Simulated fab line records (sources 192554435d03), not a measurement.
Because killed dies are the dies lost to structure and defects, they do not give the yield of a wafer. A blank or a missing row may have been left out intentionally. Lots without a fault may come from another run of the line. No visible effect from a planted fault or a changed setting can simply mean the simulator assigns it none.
Lot-split experiment    flow n5Finfet    21 wafers read across 7 lots, on a route 1938 steps long

SPLIT DETAILS
At N5_MOL_CONTACT_COAG_COAT_103 (time 60 s, resist thk 80 nm), the setting spinRpm was moved away from the recipe's 1500 rpm on 6 of the 21 wafers read, by -11.1% to -5.8%. The other wafers ran this setting at the recipe's value.

Reading taken at the split's own step.

THE READING
SOC_of_MOL_CONTACT_COAG_COAT_103.thkNm (the simulator's own value, which no gauge read), in nm, at N5_MOL_CONTACT_COAG_COAT_103 (time 60 s, resist thk 80 nm). There is no usual value for it anywhere in the file. Across the 15 wafers here that went through the recipe, the average is 80.3 nm and the standard deviation 0.27 nm.

wafer   tool, chamber at the split  spinRpm as run, rpm  against the recipe  SOC_of_MOL_CONTACT_COAG_COAT_103.thkNm, nm  against lot-mates on the recipe
L074.3  lithoTrack-03, 0            1500                 recipe              80.6                                        -
L074.4  lithoTrack-03, 0            1413                 -5.8%               83.2                                        +2.5
L074.6  lithoTrack-03, 0            1500                 recipe              80.8                                        -
L076.2  lithoTrack-05, 0            1500                 recipe              80.4                                        -
L076.3  lithoTrack-05, 0            1500                 recipe              80.2                                        -
L076.6  lithoTrack-05, 0            1500                 recipe              80.2                                        -
L077.2  lithoTrack-04, 0            1333                 -11.1%              85                                          +5.2
L077.3  lithoTrack-04, 0            1500                 recipe              79.8                                        -
L077.4  lithoTrack-04, 0            1333                 -11.1%              84.8                                        +5.0
L078.1  lithoTrack-05, 0            1500                 recipe              80.2                                        -
L078.5  lithoTrack-05, 0            1500                 recipe              80.2                                        -
L078.2  lithoTrack-05, 0            1411                 -5.9%               82.8                                        +2.6
L079.1  lithoTrack-05, 0            1500                 recipe              80.4                                        -
L079.3  lithoTrack-05, 0            1500                 recipe              80.4                                        -
L079.5  lithoTrack-05, 0            1500                 recipe              80.8                                        -
L096.1  lithoTrack-04, 0            1500                 recipe              80                                          -
L096.3  lithoTrack-04, 0            1393                 -7.1%               83.2                                        +3.2
L096.6  lithoTrack-04, 0            1393                 -7.1%               83                                          +3.0
L097.1  lithoTrack-05, 0            1500                 recipe              80                                          -
L097.2  lithoTrack-05, 0            1500                 recipe              80.2                                        -
L097.6  lithoTrack-05, 0            1500                 recipe              80.2                                        -

FIT RESULTS
A straight line over all 21 wafers: SOC_of_MOL_CONTACT_COAG_COAT_103.thkNm changes by -0.416 nm for each +1% of spinRpm; r = -0.99; the points scatter about the line by 0.28 nm.
The same after taking each lot's own level away (the mean of its wafers on the recipe; 21 wafers): -0.45 nm for each +1%; r = -1.00; scatter 0.12 nm.
That fit puts the effect of the largest move of spinRpm on the reading at 5 nm.
The span of the lots' own levels, 79.80 to 80.70 nm, comes to 3.3 times the standard deviation stated above.
So the lot-to-lot level changes the slope little: the two slopes agree.
Check: with one of the wafers moved furthest among these (-11.1%) left out of the fit, the line predicts +4.91 nm for it against its lot-mates. It came out at +5.2 nm against them.

ADDITIONAL SPLITS CARRIED BY THESE WAFERS
Other splits were also applied to these wafers ahead of the reading. Each is held against what the fit with the lots' levels taken away leaves over:
other split on the same wafers  wafers away from the commonest value  r with SOC_of_MOL_CONTACT_COAG_COAT_103.thkNm (lot level and that fit taken away)
N5_DUMMY_GATE_PECVD_30 timeS    3                                     +0.05
N5_SD_EPI_N_PEB_07 pebTimeS     9                                     -0.14
N5_SD_EPI_N_DESCUM_14 timeS     8                                     +0.24
N5_SDB_COAT_05 spinRpm          4                                     +0.04
N5_HKMG_FIN_PEB_47 pebTimeS     8                                     -0.19
N5_HKMG_FIN_ETCH_54 sourceW     8                                     +0.16
N5_GATE_CUT_COAT_34 spinRpm     9                                     -0.07

THE FILE'S OWN FIT
SOC_of_MOL_CONTACT_COAG_COAT_103.thkNm changes by -0.447 nm for each +1% of spinRpm, r = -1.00.
